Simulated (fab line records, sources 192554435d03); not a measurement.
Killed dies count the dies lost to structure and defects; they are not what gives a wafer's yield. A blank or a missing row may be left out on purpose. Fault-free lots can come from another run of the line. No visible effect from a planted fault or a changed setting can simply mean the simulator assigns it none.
The tool behind it: which one? -- flow n5 finfet -- 9 lots with 27 wafers sampled at 5 steps, on a route of 1938 steps

== WHAT THE GAUGES SHOWED, per wafer ==
N5_BEOL_M4_RC_MEAS_101. Usual: DIBL_N 36.0 mV/V, standard deviation 1.7; DIBL_P 35.8 mV/V, standard deviation 2; IOFF_N 0.15 nA/um, standard deviation 0.03; IOFF_P 0.20 nA/um, standard deviation 0.037; ION_N 670 uA/um, standard deviation 12; ION_P 460 uA/um, standard deviation 7.2; SS_N 71.5 mV/dec, standard deviation 0.68; SS_P 73.2 mV/dec, standard deviation 0.65; VT_N 250 mV, standard deviation 3.1; VT_P -251 mV, standard deviation 3.4.
lot,measured,on,DIBL_N (mV/V),DIBL_P (mV/V),IOFF_N (nA/um),IOFF_P (nA/um),ION_N (uA/um),ION_P (uA/um),SS_N (mV/dec),SS_P (mV/dec),VT_N (mV),VT_P (mV),flag
L283,day 8 09:44,prober-02,38.8 37.2 36.9,39.1 37.0 35.8,0.20 0.16 0.14,0.28 0.22 0.21,671 664 667,463 459 460,72.0 71.6 72.1,74.1 72.7 73.2,246 249 250,-244 -247 -250,
L288,day 10 03:45,prober-01,37.8 40.1 37.4,37.9 41.5 36.9,0.17 0.24 0.17,0.24 0.30 0.21,666 692 683,464 474 464,72.3 72.6 72.0,73.3 74.2 73.6,249 244 252,-248 -246 -249,
L289,day 10 15:08,prober-02,36.1 35.6 36.9,34.8 35.0 34.9,0.18 0.16 0.18,0.23 0.23 0.23,668 691 671,458 471 458,71.5 71.1 72.4,73.4 73.6 73.5,247 248 250,-249 -247 -247,
L290,day 10 21:30,prober-01,37.7 36.0 34.8,38.1 35.1 33.7,0.19 0.15 0.13,0.27 0.21 0.18,687 656 678,477 455 462,71.5 71.8 71.3,73.5 72.4 73.1,248 249 251,-244 -249 -249,
L297,day 12 18:06,prober-02,34.7 36.5 36.4,33.5 35.0 35.7,0.13 0.15 0.15,0.19 0.22 0.22,671 647 658,460 448 456,71.4 72.0 71.8,72.2 72.6 72.8,252 251 251,-249 -247 -247,
L298,day 12 10:33,prober-01,37.5 34.2 33.3,38.7 34.3 33.9,0.19 0.12 0.11,0.21 0.15 0.14,678 670 655,456 455 443,72.3 71.8 71.4,73.8 73.0 72.8,251 255 255,-252 -259 -259,
L299,day 13 02:10,prober-01,35.0 36.0 36.9,35.2 35.9 37.6,0.14 0.16 0.17,0.21 0.21 0.24,677 683 690,466 461 470,70.9 71.0 71.8,73.5 73.1 73.5,249 250 250,-249 -250 -246,
L300,day 13 11:05,prober-02,34.7 37.6 34.3,33.9 37.7 33.2,0.13 0.17 0.12,0.18 0.24 0.17,664 684 653,454 467 452,70.7 71.3 70.4,73.4 73.3 72.3,252 249 250,-249 -249 -254,
L302,day 13 17:25,prober-02,34.7 35.7 37.3,33.1 35.3 35.7,0.14 0.15 0.17,0.17 0.20 0.21,671 684 665,462 465 457,71.1 70.8 71.3,72.5 73.3 72.6,248 247 248,-253 -252 -250,

== WHAT TOOL EACH LOT RAN ON (gives the tool, then ch and the chambers of the sampled wafers, and finally the start) ==
lot,N5_BEOL_M2_ETCH_63,N5_BEOL_M2_STRIP_19,N5_BEOL_M2_ALD_98,N5_BEOL_M2_ETCH_70
L283,"rie diel-04 ch 1,2, day 7 08:23","rie diel-04 ch 1,2, day 7 08:42","ald sin-03 ch 0,1, day 7 09:22","rie diel-03 ch 2,3, day 7 10:11"
L288,"rie diel-03 ch 0,1, day 8 15:46","rie diel-04 ch 0,1,3, day 8 16:06","ald sin-01 ch 0,1,3, day 8 17:02","rie diel-02 ch 0,1,3, day 8 20:41"
L289,"rie diel-04 ch 1,3, day 9 03:07","rie diel-04 ch 0,1,3, day 9 03:26","ald sin-01 ch 0,1, day 9 04:22","rie diel-04 ch 1,2, day 9 04:35"
L290,"rie diel-02 ch 0,2,3, day 9 04:28","rie diel-02 ch 0,1,2, day 9 04:46","ald sin-03 ch 1,2,3, day 9 05:32","rie diel-02 ch 0,1,2, day 9 05:41"
L297,"rie diel-03 ch 0,3, day 10 23:56","rie diel-02 ch 2,3, day 11 00:19","ald sin-01 ch 1,2, day 11 01:37","rie diel-02 ch 0,2,3, day 11 08:29"
L298,"rie diel-04 ch 0,2, day 11 01:55","rie diel-04 ch 0,1,2, day 11 02:16","ald sin-01 ch 0,1,2, day 11 03:02","rie diel-02 ch 0,1,2, day 11 07:24"
L299,"rie diel-03 ch 1,2,3, day 11 11:29","rie diel-03 ch 0,3, day 11 11:48","ald sin-03 ch 1,2,3, day 11 12:26","rie diel-03 ch 1,2, day 11 15:19"
L300,"rie diel-04 ch 0,1, day 11 18:16","rie diel-03 ch 0,1,3, day 11 18:34","ald sin-03 ch 0,1,3, day 11 19:29","rie diel-02 ch 2,3, day 11 22:43"
L302,"rie diel-03 ch 0,3, day 12 07:04","rie diel-02 ch 1,2, day 12 07:23","ald sin-01 ch 0,3, day 12 08:05","rie diel-02 ch 0,1, day 12 14:23"
- N5_BEOL_M2_ETCH_63: etches SiARC in CF4, target depth 15.6 nm, time 26 s.
- N5_BEOL_M2_STRIP_19: strips in O2.
- N5_BEOL_M2_ALD_98: deposits SiO2, target thk 2.5 nm, pulse time 1 s, co reactant pulse time 1 s.
- N5_BEOL_M2_ETCH_70: etches SOC in N2/H2, target depth 80 nm, overetch 24 nm, time 130 s.

== AS READ BY THE TOOLS THEMSELVES (means over the sampled wafers that have a number; for cases with no such wafer, the mark the record gives instead) ==
N5_BEOL_M2_ETCH_63. Usual: drypump motor current A 5.8 A, standard deviation 0.44; etch rf on time s 25.9 s, standard deviation 0.48; oes product au 0.70 a.u., standard deviation 0.075; rf vpp V 184.1 V, standard deviation 1.1; showerhead plenum p Torr 2.15 Torr, standard deviation 0.069; throttle valve pct 15.51 %, standard deviation 0.16.
lot,tool,drypump motor current A (A),etch rf on time s (s),oes product au (a.u.),rf vpp V (V),showerhead plenum p Torr (Torr),throttle valve pct (%),flag
L283,rie diel-04,6.1,26.0,0.62,183.4,2.16,15.70,
L288,rie diel-03,5.9,25.5,0.80,183.7,2.14,15.39,
L289,rie diel-04,5.6,25.9,0.66,183.7,2.17,15.51,
L290,rie diel-02,6.0,25.9,0.66,183.4,2.14,15.51,
L297,rie diel-03,5.9,25.7,0.75,183.6,2.13,15.45,
L298,rie diel-04,5.8,25.6,0.78,185.2,2.22,15.34,
L299,rie diel-03,5.7,25.9,0.74,184.5,2.15,15.48,
L300,rie diel-04,5.6,26.1,0.69,185.0,2.25,15.44,
L302,rie diel-03,5.9,26.2,0.73,184.6,2.12,15.46,

N5_BEOL_M2_STRIP_19. Usual: drypump motor current A 5.8 A, standard deviation 0.35; oes product au 0.79 a.u., standard deviation 0.087; rf vpp V 3.7 V, standard deviation 0.52; showerhead plenum p Torr 2.11 Torr, standard deviation 0.08; throttle valve pct 16.56 %, standard deviation 0.19.
lot,tool,drypump motor current A (A),oes product au (a.u.),rf vpp V (V),showerhead plenum p Torr (Torr),throttle valve pct (%),flag
L283,rie diel-04,6.1,0.73,3.7,2.12,16.82,
L288,rie diel-04,5.6,0.83,4.0,2.15,16.45,
L289,rie diel-04,5.6,0.82,3.6,2.15,16.46,
L290,rie diel-02,5.8,0.77,3.6,2.03,16.66,
L297,rie diel-02,6.2,0.71,3.4,2.10,16.56,
L298,rie diel-04,5.8,0.88,3.9,2.16,16.50,
L299,rie diel-03,6.0,0.85,3.1,2.09,16.51,
L300,rie diel-03,6.0,0.85,3.3,2.10,16.54,
L302,rie diel-02,5.7,0.86,3.9,2.16,16.51,

N5_BEOL_M2_ALD_98. Usual: chamber pressure Torr 2.000 Torr, standard deviation 0.0041; heater power w 76 W, standard deviation 6.6; precursor pulse height rel 1.001, standard deviation 0.021.
lot,tool,chamber pressure Torr (Torr),heater power w (W),precursor pulse height rel,flag
L283,ald sin-03,1.995,66,1.010,
L288,ald sin-01,-,-,-,OFF
L289,ald sin-01,-,-,-,OFF
L290,ald sin-03,-,-,-,OFF
L297,ald sin-01,1.999,75,0.999,
L298,ald sin-01,2.001,74,1.003,
L299,ald sin-03,2.002,72,1.030,
L300,ald sin-03,2.001,71,1.005,
L302,ald sin-01,1.999,83,0.989,

N5_BEOL_M2_ETCH_70. Usual: drypump motor current A 5.8 A, standard deviation 0.38; oes product au 0.60 a.u., standard deviation 0.064; rf vpp V 524.5 V, standard deviation 2.6; showerhead plenum p Torr 2.56 Torr, standard deviation 0.088; throttle valve pct 17.70 %, standard deviation 0.19.
lot,tool,drypump motor current A (A),oes product au (a.u.),rf vpp V (V),showerhead plenum p Torr (Torr),throttle valve pct (%),flag
L283,rie diel-03,5.2,0.55,522.3,2.52,17.89,
L288,rie diel-02,5.9,0.56,523.6,2.53,17.68,
L289,rie diel-04,6.1,0.53,523.7,2.55,17.92,
L290,rie diel-02,5.8,0.56,523.0,2.47,17.81,
L297,rie diel-02,6.0,0.56,523.4,2.54,17.80,
L298,rie diel-02,5.8,0.62,525.3,2.57,17.70,
L299,rie diel-03,5.3,0.65,523.2,2.52,17.61,
L300,rie diel-02,6.0,0.52,522.5,2.50,17.93,
L302,rie diel-02,5.7,0.65,527.0,2.66,17.50,

== THE ANSWER, worked out from the rows above alone ==
Rule: lot off if the mean of its wafers having a number is beyond 3 standard deviations from the usual mean. A lot without any number at a reading at which 4 lots or more have one is off too. The other lots that the step has rows for count as sound. Order of review: gauges by route order, followed by the tools' own readings, for which a lot's mean as printed above is used. The first step at which some lot is off is used, and at that step the reading that is off furthest; a lot without a number counts as furthest.
Off: L288, L289, L290 (N5_BEOL_M2_ALD_98, chamber pressure Torr). Without a number there: L288, L289, L290.
If a tool, at that step or one of the process steps before it, ran each lot that is off and ran no sound lot following the first of them, it fits. No candidate that was tried fits.

== WHAT WAS PUT IN BY THE SIMULATOR ==
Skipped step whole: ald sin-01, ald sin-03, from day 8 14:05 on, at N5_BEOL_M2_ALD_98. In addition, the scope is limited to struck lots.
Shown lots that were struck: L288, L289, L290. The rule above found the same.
